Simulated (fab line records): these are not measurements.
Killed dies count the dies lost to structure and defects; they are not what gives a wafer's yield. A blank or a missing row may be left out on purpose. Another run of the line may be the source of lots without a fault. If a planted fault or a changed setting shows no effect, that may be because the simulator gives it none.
fab line records ; flow n5_finfet
record lots=7; wafers=21
route steps=1938 shown SDB@373 GATE_CUT@480 MOL_CONTACT_COAG@563 BEOL_M0_SAQP@636
start_h: hours from the record's first day to the start of the lot's first wafer shown ; wait_h: hours elapsed since this lot's preceding step ; " identical to the entry in the row above ; L1.1+2: one row covering several wafers at once ; - no value, or no start was given ; * or withheld: withheld ; < > ~ a bound
route shown NAME@n: a module of which the file shows steps, and the number in the route of the first ; usual: the fault-free wafers' mean and standard deviation ; same: alike in all rows ; chamber/n: place in a boat ; sites: each site's reading ; _std_site: their standard deviation ; _edge_site: outer sites' mean less inner sites' ; radius_mm: how far each site lies from the wafer's centre ; mask NAME#n: copy n ; behind: the last tool/chamber to shape the wafer ; hold: reason for holding the lot/hours on hold/outcome of the hold ; device: the n, p or np transistor that did not switch ; end of line: the same wafers' tests at the end of the route ; where a step has no rows: the recipe by itself ; killed: dies lost to structure and defects at the first sort, not the wafer's yield ; map: dies across one wafer; x = killed, . = not, _ = none there
set.NAME: the setting that was run; set.NAME@STEP: the one run at that earlier step ; model.NAME: the simulator's own value behind a step, which no gauge read
lots whose settings were changed on purpose; a table a step, a row a wafer
## steps
# step N5_SDB_ALD_29
# recipe material=SiNx; target_thk_a=300; temp_c=400; ald_precursor_family=SiH2I2; ald_co_reactant=N2/H2-plasma; pulse_time_s=1; ald_cycles=600; purge_time_s=2; co_reactant_purge_time_s=2; pressure_torr=2
lot.wafer;tool;chamber;start_h;wait_h;set.ald_cycles;model.SiNx_of_SDB_ALD_29.thk_nm
L074.3+5+6;ald_sin-02;2,1,2;67.56;0.0;600;29.8
L075.2+4;ald_sin-01;0,3;75.13;0.0;638;32
L075.6;ald_sin-01;0;76.48;1.4;600;30.2
L077.2;ald_sin-03;2;89.79;0.5;529;26.2
L077.3;ald_sin-03;1;89.79;0.5;600;30.2
L077.4;ald_sin-03;0;89.79;0.5;600;30
L079.1;ald_sin-02;0;99.74;0.0;600;29.8
L079.2;ald_sin-02;2;99.74;0.0;666;33.2
L079.6;ald_sin-02;1;101.09;1.4;666;33.4
L085.2;ald_sin-01;3;137.77;0.0;600;30.2
L085.5+6;ald_sin-01;1,2;139.12;1.4;600;30
L089.1;ald_sin-01;0;159.34;0.0;513;25.6
L089.3;ald_sin-01;2;159.34;0.0;513;26
L089.6;ald_sin-01;3;160.69;1.4;600;30
L097.1;ald_sin-02;3;210.94;0.0;546;27.2
L097.2;ald_sin-02;1;210.94;0.0;600;29.8
L097.4;ald_sin-02;2;210.94;0.0;600;30
# step N5_SDB_CMP_30
# recipe stop_on=poly-Si; t_overpolish_s=1.54; post_cmp_clean=alkaline_brush; down_force_psi=4.1491; platen_rpm=51.796; pad_velocity_m_s=1.0306; target_thk_nm=30
lot.wafer;tool;chamber;start_h;wait_h;set.ald_cycles@SDB_ALD_29;model.SiNx_of_SDB_ALD_29.thk_nm
L074.3+6+5;cmp-03;2,3,0;70.41;1.5;600;29.8
L075.4;cmp-01;1;77.86;0.0;638;29.6
L075.2;cmp-01;2;77.86;0.0;638;30.4
L075.6;cmp-01;1;77.86;0.0;600;30.2
L077.3;cmp-02;0;92.52;1.4;600;30.2
L077.4;cmp-02;1;92.52;1.4;600;30
L077.2;cmp-02;3;92.52;1.4;529;26.2
L079.1;cmp-02;1;102.47;1.4;600;29.8
L079.2;cmp-02;2;102.47;1.4;666;29.4
L079.6;cmp-02;1;102.47;1.4;666;29.8
L085.2;cmp-02;1;140.52;1.4;600;30.2
L085.6+5;cmp-02;1,2;140.52;1.4;600;30
L089.1;cmp-01;1;162.11;1.4;513;25.6
L089.3;cmp-01;2;162.11;1.4;513;26
L089.6;cmp-01;1;162.11;1.4;600;30
L097.2;cmp-02;3;213.67;1.4;600;29.8
L097.1;cmp-02;1;213.67;1.4;546;27.2
L097.4;cmp-02;2;213.67;1.4;600;30
# step N5_GATE_CUT_COAT_27
# recipe resist=underlayer; temp_c=205; time_s=60; spin_rpm=1500; resist_thk_nm=10
lot.wafer;tool;chamber;start_h;wait_h;set.spin_rpm;model.underlayer_of_GATE_CUT_COAT_27.thk_nm
L074.3;litho_track-03;0;-;-;1551;9.8
L074.5+6;litho_track-03;0;-;-;1500;10
L075.2;litho_track-01;0;-;-;1353;10.6
L075.4+6;litho_track-01;0;-;-;1500;10
L077.2+3+4;litho_track-03;0;-;-;1345;10.6
L079.1+2+6;litho_track-04;0;-;-;1500;10
L085.2+5+6;litho_track-04;0;-;-;1500;10
L089.1+3+6;litho_track-04;0;-;-;1500;10
L097.1+2+4;litho_track-03;0;-;-;1500;10
# step N5_GATE_CUT_EXPOSE_10
# recipe mask_id=GATE_CUT; na=0.33; source_shape=annular; sigma_inner=0.35; sigma_outer=0.8; polarization=unpolarized; target_cd_nm=20; dose_mj=43.25
lot.wafer;tool;chamber;start_h;wait_h;mask;set.dose_mj
L074.3+6;euv_scanner-01;0;85.40;-;GATE_CUT#0;43.25
L074.5;euv_scanner-01;0;85.40;-;GATE_CUT#0;41.68
L075.2+4;euv_scanner-02;0;91.47;-;GATE_CUT#0;41.76
L075.6;euv_scanner-02;0;91.47;-;GATE_CUT#0;43.25
L077.2+3;euv_scanner-01;0;105.89;-;GATE_CUT#0;43.25
L077.4;euv_scanner-01;0;105.89;-;GATE_CUT#0;44.41
L079.1+2;euv_scanner-01;0;116.08;-;GATE_CUT#0;46.14
L079.6;euv_scanner-01;0;116.08;-;GATE_CUT#0;43.25
L085.2+5+6;euv_scanner-01;0;154.04;-;GATE_CUT#0;43.25
L089.1+6;euv_scanner-02;0;176.26;-;GATE_CUT#0;43.25
L089.3;euv_scanner-02;0;176.26;-;GATE_CUT#0;41.12
L097.1+2+4;euv_scanner-02;0;228.01;-;GATE_CUT#0;43.25
# step N5_GATE_CUT_PEB_11
# recipe peb_temp_c=100; peb_time_s=60; resist=CAR-EUV
# step N5_GATE_CUT_DEVELOP_12
# recipe develop_time_s=30; developer=TMAH; resist=CAR-EUV; rinse_liquid=surfactant_rinse; dry=air_spin; dev_temp_c=23
# step N5_GATE_CUT_CD_MEAS_13
# recipe target_cd_nm=20; landing_energy_ev=500; detector=se_inlens
# usual cd_nm=19.97/0.26
lot.wafer;tool;chamber;start_h;wait_h;set.dose_mj@GATE_CUT_EXPOSE_10;cd_nm
L074.3;cd_sem-01;0;85.53;-;43.25;19.58
L074.5;cd_sem-01;0;85.53;-;41.68;19.15
L074.6;cd_sem-01;0;85.53;-;43.25;19.44
L075.2;cd_sem-01;0;91.60;-;41.76;19.06
L075.4;cd_sem-01;0;91.60;-;41.76;18.93
L075.6;cd_sem-01;0;91.60;-;43.25;19.94
L077.2;cd_sem-01;0;106.02;-;43.25;20.45
L077.3;cd_sem-01;0;106.02;-;43.25;20.24
L077.4;cd_sem-01;0;106.02;-;44.41;20.41
L079.1;cd_sem-03;0;116.21;-;46.14;21.71
L079.2;cd_sem-03;0;116.21;-;46.14;21.07
L079.6;cd_sem-03;0;116.21;-;43.25;19.56
L085.2;cd_sem-01;0;154.17;-;43.25;20.20
L085.5;cd_sem-01;0;154.17;-;43.25;20.39
L085.6;cd_sem-01;0;154.17;-;43.25;20.06
L089.1;cd_sem-01;0;176.40;-;43.25;20.16
L089.3;cd_sem-01;0;176.40;-;41.12;18.89
L089.6;cd_sem-01;0;176.40;-;43.25;20.20
L097.1;cd_sem-03;0;228.15;-;43.25;19.50
L097.2;cd_sem-03;0;228.15;-;43.25;19.71
L097.4;cd_sem-03;0;228.15;-;43.25;19.76
# step N5_GATE_CUT_DESCUM_18
# recipe chemistry=O2; time_s=7; source_power_w=50; bias_power_w=20; pressure_mtorr=20; rf_frequency_hz=2.712e+07; temp_c=40; resist=CAR-EUV; o2_flow_sccm=225
lot.wafer;tool;chamber;start_h;wait_h;set.dose_mj@GATE_CUT_EXPOSE_10;model.GATE_CUT.cd_nm
L074.3+6;rie_diel-05;1,0;85.72;0.1;43.25;19.8
L074.5;rie_diel-05;3;85.72;0.1;41.68;19
L075.2+4;rie_diel-05;2,3;91.72;0.0;41.76;19
L075.6;rie_diel-05;2;91.72;0.0;43.25;19.8
L077.2;rie_diel-06;0;106.14;0.0;43.25;20.2
L077.3;rie_diel-06;3;106.14;0.0;43.25;20
L077.4;rie_diel-06;2;106.14;0.0;44.41;20.6
L079.1+2;rie_diel-06;0,1;116.33;0.0;46.14;21.2
L079.6;rie_diel-06;1;116.33;0.0;43.25;19.8
L085.2+5;rie_diel-06;0,3;154.39;0.1;43.25;19.8
L085.6;rie_diel-06;0;154.39;0.1;43.25;20.2
L089.1;rie_diel-06;3;176.53;0.0;43.25;20
L089.3;rie_diel-06;1;176.53;0.0;41.12;19
L089.6;rie_diel-06;1;176.53;0.0;43.25;20.4
L097.1;rie_diel-05;1;228.40;0.2;43.25;19.6
L097.2+4;rie_diel-05;3,2;228.40;0.2;43.25;19.8
# step N5_GATE_CUT_ETCH_28
# recipe chemistry=N2/H2; target=underlayer; target_depth_a=130; mask_material=CAR-EUV; time_s=10.4; ion_energy_ev=200; pressure_mtorr=30; source_w=840; bias_w=150; n2_flow_sccm=200; h2_flow_sccm=200; ends=cleared
# usual etch_rf_on_time_s=10.43/0.13
lot.wafer;tool;chamber;start_h;wait_h;set.spin_rpm@GATE_CUT_COAT_27;etch_rf_on_time_s;model.etch.depth_nm
L074.3;rie_diel-05;1;85.76;0.0;1551;10.20;9.805
L074.5;rie_diel-05;3;85.76;0.0;1500;10.44;9.951
L074.6;rie_diel-05;0;85.76;0.0;1500;10.49;9.969
L075.2;rie_diel-05;2;91.75;0.0;1353;11.24;10.56
L075.4;rie_diel-05;3;91.75;0.0;1500;10.26;10.04
L075.6;rie_diel-05;2;91.75;0.0;1500;10.61;10.04
L077.2;rie_diel-06;0;106.18;0.0;1345;10.95;10.6
L077.3;rie_diel-06;3;106.18;0.0;1345;11.17;10.58
L077.4;rie_diel-06;2;106.18;0.0;1345;11.20;10.59
L079.1;rie_diel-06;0;116.37;0.0;1500;10.34;10.03
L079.2;rie_diel-06;1;116.37;0.0;1500;10.22;9.994
L079.6;rie_diel-06;1;116.37;0.0;1500;10.17;9.99
L085.2;rie_diel-06;0;154.42;0.0;1500;10.30;10.04
L085.5;rie_diel-06;3;154.42;0.0;1500;10.24;10.07
L085.6;rie_diel-06;0;154.42;0.0;1500;10.31;10.05
L089.1;rie_diel-06;3;176.56;0.0;1500;10.37;10.01
L089.3;rie_diel-06;1;176.56;0.0;1500;10.33;10.02
L089.6;rie_diel-06;1;176.56;0.0;1500;10.26;9.992
L097.1;rie_diel-05;1;228.43;0.0;1500;10.48;10.05
L097.2;rie_diel-05;3;228.43;0.0;1500;10.37;10.03
L097.4;rie_diel-05;2;228.43;0.0;1500;10.60;10.05
# step N5_GATE_CUT_ETCH_36
# recipe chemistry=CF4; target=SiARC; target_depth_a=130; mask_material=CAR-EUV; time_s=21.7; ion_energy_ev=80; pressure_mtorr=40; source_w=545; bias_w=36; Ar_flow_sccm=100; cf4_flow_sccm=100; ends=cleared
lot.wafer;tool;chamber;start_h;wait_h;set.dose_mj@GATE_CUT_EXPOSE_10;model.GATE_CUT.cd_nm
L074.3+6;rie_diel-05;1,0;85.78;0.0;43.25;19.8
L074.5;rie_diel-05;3;85.78;0.0;41.68;19.2
L075.2;rie_diel-05;2;91.77;0.0;41.76;19
L075.4;rie_diel-05;3;91.77;0.0;41.76;19.2
L075.6;rie_diel-05;2;91.77;0.0;43.25;19.8
L077.2+3;rie_diel-06;0,3;106.20;0.0;43.25;20.2
L077.4;rie_diel-06;2;106.20;0.0;44.41;20.6
L079.1+2;rie_diel-06;0,1;116.39;0.0;46.14;21.2
L079.6;rie_diel-06;1;116.39;0.0;43.25;20
L085.2+5;rie_diel-06;0,3;154.44;0.0;43.25;20
L085.6;rie_diel-06;0;154.44;0.0;43.25;20.2
L089.1;rie_diel-06;3;176.58;0.0;43.25;20.2
L089.3;rie_diel-06;1;176.58;0.0;41.12;19.2
L089.6;rie_diel-06;1;176.58;0.0;43.25;20.4
L097.1;rie_diel-05;1;228.45;0.0;43.25;19.8
L097.2+4;rie_diel-05;3,2;228.45;0.0;43.25;20
# step N5_GATE_CUT_ETCH_37
# recipe chemistry=N2/H2; target=SOC; target_depth_a=600; overetch_a=120; mask_material=SiARC; temp_c=40; time_s=90; ion_energy_ev=200; pressure_mtorr=30; source_w=840; bias_w=150; n2_flow_sccm=200; h2_flow_sccm=200
lot.wafer;tool;chamber;start_h;wait_h;set.dose_mj@GATE_CUT_EXPOSE_10;model.GATE_CUT.cd_nm
L074.3;rie_diel-05;1;85.80;0.0;43.25;20
L074.5;rie_diel-05;3;85.80;0.0;41.68;19.2
L074.6;rie_diel-05;0;85.80;0.0;43.25;19.8
L075.2;rie_diel-05;2;91.80;0.0;41.76;18.6
L075.4;rie_diel-05;3;91.80;0.0;41.76;19
L075.6;rie_diel-05;2;91.80;0.0;43.25;19.8
L077.2;rie_diel-06;0;106.22;0.0;43.25;20
L077.3;rie_diel-06;3;106.22;0.0;43.25;20.2
L077.4;rie_diel-06;2;106.22;0.0;44.41;20.6
L079.1;rie_diel-06;0;116.41;0.0;46.14;21.2
L079.2;rie_diel-06;1;116.41;0.0;46.14;21.4
L079.6;rie_diel-06;1;116.41;0.0;43.25;20
L085.2+5;rie_diel-06;0,3;154.47;0.0;43.25;20
L085.6;rie_diel-06;0;154.47;0.0;43.25;20.2
L089.1;rie_diel-06;3;176.61;0.0;43.25;20.2
L089.3;rie_diel-06;1;176.61;0.0;41.12;19.2
L089.6;rie_diel-06;1;176.61;0.0;43.25;20.4
L097.1;rie_diel-05;1;228.48;0.0;43.25;19.6
L097.2;rie_diel-05;3;228.48;0.0;43.25;20
L097.4;rie_diel-05;2;228.48;0.0;43.25;19.8
# step N5_GATE_CUT_STRIP_38
# recipe chemistry=N2/H2; temp_c=40; n2_flow_sccm=200; h2_flow_sccm=200; rf_frequency_hz=6e+07
# step N5_GATE_CUT_STRIP_39
# recipe chemistry=N2/H2; temp_c=40; n2_flow_sccm=200; h2_flow_sccm=200; rf_frequency_hz=6e+07
# step N5_GATE_CUT_HM_OPEN_40
# recipe chemistry=C4F6/O2; target=SiO2; mask_material=SiARC; target_depth_a=1390; time_s=85.1; ion_energy_ev=250; pressure_mtorr=30; source_w=345; bias_w=185; Ar_flow_sccm=300; C4F6_flow_sccm=10; O2_flow_sccm=10; ends=cleared
lot.wafer;tool;chamber;start_h;wait_h;set.dose_mj@GATE_CUT_EXPOSE_10;model.GATE_CUT.cd_nm
L074.3;rie_diel-05;1;85.89;0.0;43.25;20
L074.5;rie_diel-05;3;85.89;0.0;41.68;19.4
L074.6;rie_diel-05;0;85.89;0.0;43.25;19.8
L075.2;rie_diel-05;2;91.88;0.0;41.76;18.8
L075.4;rie_diel-05;3;91.88;0.0;41.76;19
L075.6;rie_diel-05;2;91.88;0.0;43.25;19.8
L077.2;rie_diel-06;0;106.30;0.0;43.25;20.2
L077.3;rie_diel-06;3;106.30;0.0;43.25;20
L077.4;rie_diel-06;2;106.30;0.0;44.41;20.6
L079.1+2;rie_diel-06;0,1;116.50;0.0;46.14;21.4
L079.6;rie_diel-06;1;116.50;0.0;43.25;20
L085.2+5;rie_diel-06;0,3;154.55;0.0;43.25;20
L085.6;rie_diel-06;0;154.55;0.0;43.25;20.4
L089.1;rie_diel-06;3;176.69;0.0;43.25;20.2
L089.3;rie_diel-06;1;176.69;0.0;41.12;19.4
L089.6;rie_diel-06;1;176.69;0.0;43.25;20.6
L097.1+4;rie_diel-05;1,2;228.56;0.0;43.25;19.8
L097.2;rie_diel-05;3;228.56;0.0;43.25;20.2
# step N5_MOL_CONTACT_COAG_PECVD_31
# recipe material=SiO2; target_thk_a=460; temp_c=400; precursor=TEOS/O2; pressure_torr=6.5; rf_w=withheld; teos_flow_sccm=withheld; gas=O2; flow_sccm=2650; time_s=8.9
lot.wafer;tool;chamber;start_h;wait_h;set.temp_c;model.SiO2_of_MOL_CONTACT_COAG_PECVD_31.thk_nm
L074.3;pecvd-03;1;101.51;0.3;391.8;48.4
L074.5;pecvd-03;1;101.51;0.3;400;47
L074.6;pecvd-03;0;101.51;0.3;391.8;49.4
L075.2;pecvd-04;2;103.90;0.3;400;45.4
L075.4+6;pecvd-04;2,1;103.90;0.3;400;46.2
L077.2+4;pecvd-02;1,0;121.19;0.3;400;45.6
L077.3;pecvd-02;0;121.19;0.3;412.7;41.4
L079.1;pecvd-04;2;127.93;0.3;400;45.4
L079.2;pecvd-04;1;127.93;0.3;400;45.2
L079.6;pecvd-04;2;127.93;0.3;400;45.8
L085.2;pecvd-02;1;169.54;0.3;400;45.4
L085.5;pecvd-02;2;169.54;0.3;400;45.6
L085.6;pecvd-02;1;169.54;0.3;400;46.6
L089.1;pecvd-02;1;190.88;0.3;400;45.6
L089.3;pecvd-02;0;190.88;0.3;385;49.2
L089.6;pecvd-02;1;190.88;0.3;385;50.8
L097.1;pecvd-04;2;243.42;0.3;393.3;47.4
L097.2;pecvd-04;0;243.42;0.3;393.3;47
L097.4;pecvd-04;1;243.42;0.3;393.3;48.4
# step N5_MOL_CONTACT_COAG_COAT_75
# recipe resist=SOC; temp_c=250; time_s=60; spin_rpm=1500; resist_thk_nm=60
# step N5_MOL_CONTACT_COAG_COAT_76
# recipe resist=SiARC; temp_c=220; time_s=60; spin_rpm=1500; resist_thk_nm=10
# step N5_MOL_CONTACT_COAG_ETCHBACK_135
# recipe chemistry=CHF3; target=SiO2; target_depth_a=250; time_s=16.7; ion_energy_ev=200; pressure_mtorr=30; source_w=610; bias_w=170; Ar_flow_sccm=200; CHF3_flow_sccm=50
# step N5_MOL_CONTACT_COAG_STRIP_118
# recipe chemistry=CHF3; resist=SiARC; rf_frequency_hz=6e+07
# step N5_MOL_CONTACT_COAG_VIA_ETCH_46
# recipe chemistry=C4F6/O2; target_depth_a=460; overetch_a=92; mask_material=SOC; target=SiO2; bias_w=455; pressure_mtorr=10; time_s=40; source_w=325; Ar_flow_sccm=300; C4F6_flow_sccm=10; O2_flow_sccm=10; ion_energy_ev=575.3; ends=end_point
lot.wafer;tool;chamber;start_h;wait_h;set.temp_c@MOL_CONTACT_COAG_PECVD_31;model.etch.depth_nm
L074.3;rie_diel-02;0;102.67;0.0;391.8;48.35
L074.5;rie_diel-02;1;102.67;0.0;400;46.91
L074.6;rie_diel-02;2;102.67;0.0;391.8;49.32
L075.2;rie_diel-04;1;104.95;0.0;400;45.36
L075.4;rie_diel-04;0;104.95;0.0;400;46.14
L075.6;rie_diel-04;3;104.95;0.0;400;46.17
L077.2;rie_diel-02;0;122.39;0.0;400;45.52
L077.3;rie_diel-02;3;122.39;0.0;412.7;41.46
L077.4;rie_diel-02;3;122.39;0.0;400;45.6
L079.1;rie_diel-03;0;128.87;0.0;400;45.36
L079.2;rie_diel-03;1;128.87;0.0;400;45.13
L079.6;rie_diel-03;2;128.87;0.0;400;45.75
L085.2;rie_diel-03;1;170.71;0.0;400;45.43
L085.5;rie_diel-03;3;170.71;0.0;400;45.68
L085.6;rie_diel-03;0;170.71;0.0;400;46.56
L089.1;rie_diel-03;2;192.07;0.0;400;45.57
L089.3;rie_diel-03;0;192.07;0.0;385;49.27
L089.6;rie_diel-03;0;192.07;0.0;385;50.77
L097.1;rie_diel-02;3;244.47;0.0;393.3;47.31
L097.2;rie_diel-02;1;244.47;0.0;393.3;47.02
L097.4;rie_diel-02;2;244.47;0.0;393.3;48.38
# step N5_MOL_CONTACT_COAG_COAT_34
# recipe resist=CAR-EUV; spin_rpm=1500; resist_thk_nm=40
lot.wafer;tool;chamber;start_h;wait_h;set.spin_rpm;model.CAR-EUV_of_MOL_CONTACT_COAG_COAT_34.thk_nm
L074.3;litho_track-03;0;-;-;1409;41.4
L074.5;litho_track-03;0;-;-;1500;40.2
L074.6;litho_track-03;0;-;-;1500;40
L075.2+6;litho_track-03;0;-;-;1500;40
L075.4;litho_track-03;0;-;-;1543;39.4
L077.2+4;litho_track-05;0;-;-;1416;41.2
L077.3;litho_track-05;0;-;-;1500;40
L079.1;litho_track-05;0;-;-;1500;40
L079.2+6;litho_track-05;0;-;-;1632;38.4
L085.2+5;litho_track-03;0;-;-;1500;40.2
L085.6;litho_track-03;0;-;-;1500;40
L089.1;litho_track-02;0;-;-;1658;38.2
L089.3;litho_track-02;0;-;-;1500;40
L089.6;litho_track-02;0;-;-;1500;40.2
L097.1;litho_track-02;0;-;-;1500;39.8
L097.2;litho_track-02;0;-;-;1500;40
L097.4;litho_track-02;0;-;-;1554;39.2
# step N5_BEOL_M0_SAQP_PECVD_96
# recipe material=a-Si; target_thk_a=450; temp_c=350; precursor=SiH4/He; pressure_torr=3; rf_w=100; time_s=45.2
lot.wafer;tool;chamber;start_h;wait_h;set.time_s;model.a-Si_of_BEOL_M0_SAQP_PECVD_96.thk_nm
L074.3;pecvd-01;0;112.18;0.0;40.93;40.2
L074.5;pecvd-01;0;112.18;0.0;40.93;41
L074.6;pecvd-01;1;112.18;0.0;45.2;45
L075.2;pecvd-02;0;112.27;0.0;45.2;44.4
L075.4;pecvd-02;0;112.27;0.0;49.3;49.8
L075.6;pecvd-02;1;112.27;0.0;45.2;45
L077.2;pecvd-03;0;131.15;0.0;45.2;45
L077.3;pecvd-03;1;131.15;0.0;45.2;44.6
L077.4;pecvd-03;2;131.15;0.0;41.29;41.2
L079.1+2;pecvd-02;1,2;140.63;0.0;45.2;44.6
L079.6;pecvd-02;1;140.63;0.0;42.82;42.8
L085.2;pecvd-03;1;177.06;0.0;45.2;44.2
L085.5;pecvd-03;1;177.06;0.0;45.2;45
L085.6;pecvd-03;2;177.06;0.0;45.2;45.4
L089.1;pecvd-02;0;201.05;0.0;38.75;38.4
L089.3;pecvd-02;1;201.05;0.0;45.2;45.8
L089.6;pecvd-02;0;201.05;0.0;45.2;46
L097.1;pecvd-02;1;250.88;0.0;45.2;44.2
L097.2;pecvd-02;0;250.88;0.0;45.2;45.4
L097.4;pecvd-02;1;250.88;0.0;45.2;45.2
## key
split step=N5_SDB_ALD_29; setting=ald_cycles; stated=600; by=wafer
response step=N5_SDB_ALD_29; reading=model.SiNx_of_SDB_ALD_29.thk_nm; change=+0.306; per=1%; r=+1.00
response step=N5_SDB_CMP_30; reading=model.SiNx_of_SDB_ALD_29.thk_nm; shape=bent; at_lowest=25.8; at_stated=29.97; at_highest=29.6
split step=N5_GATE_CUT_COAT_27; setting=spin_rpm; stated=1500; by=wafer
response step=N5_GATE_CUT_COAT_27; reading=model.underlayer_of_GATE_CUT_COAT_27.thk_nm; change=-0.061; per=1%; r=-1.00
response step=N5_GATE_CUT_ETCH_28; reading=etch_rf_on_time_s; change=*; per=1%; r=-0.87
response step=N5_GATE_CUT_ETCH_28; reading=model.etch.depth_nm; change=-0.0522; per=1%; r=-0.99
split step=N5_GATE_CUT_EXPOSE_10; setting=dose_mj; stated=43.25; by=wafer
response step=N5_GATE_CUT_CD_MEAS_13; reading=cd_nm; change=+0.231; per=1%; r=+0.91
response step=N5_GATE_CUT_DESCUM_18; reading=model.GATE_CUT.cd_nm; change=+0.22; per=1%; r=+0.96
response step=N5_GATE_CUT_ETCH_36; reading=model.GATE_CUT.cd_nm; change=+0.189; per=1%; r=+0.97
response step=N5_GATE_CUT_ETCH_37; reading=model.GATE_CUT.cd_nm; change=+0.212; per=1%; r=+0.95
response step=N5_GATE_CUT_HM_OPEN_40; reading=model.GATE_CUT.cd_nm; change=+0.203; per=1%; r=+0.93
split step=N5_MOL_CONTACT_COAG_PECVD_31; setting=temp_c; stated=400; by=wafer
response step=N5_MOL_CONTACT_COAG_PECVD_31; reading=model.SiO2_of_MOL_CONTACT_COAG_PECVD_31.thk_nm; change=-1.19; per=1%; r=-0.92
response step=N5_MOL_CONTACT_COAG_VIA_ETCH_46; reading=model.etch.depth_nm; change=-1.19; per=1%; r=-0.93
split step=N5_MOL_CONTACT_COAG_COAT_34; setting=spin_rpm; stated=1500; by=wafer
response step=N5_MOL_CONTACT_COAG_COAT_34; reading=model.CAR-EUV_of_MOL_CONTACT_COAG_COAT_34.thk_nm; change=-0.191; per=1%; r=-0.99
split step=N5_BEOL_M0_SAQP_PECVD_96; setting=time_s; stated=45.2; by=wafer
response step=N5_BEOL_M0_SAQP_PECVD_96; reading=model.a-Si_of_BEOL_M0_SAQP_PECVD_96.thk_nm; change=+0.493; per=1%; r=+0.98
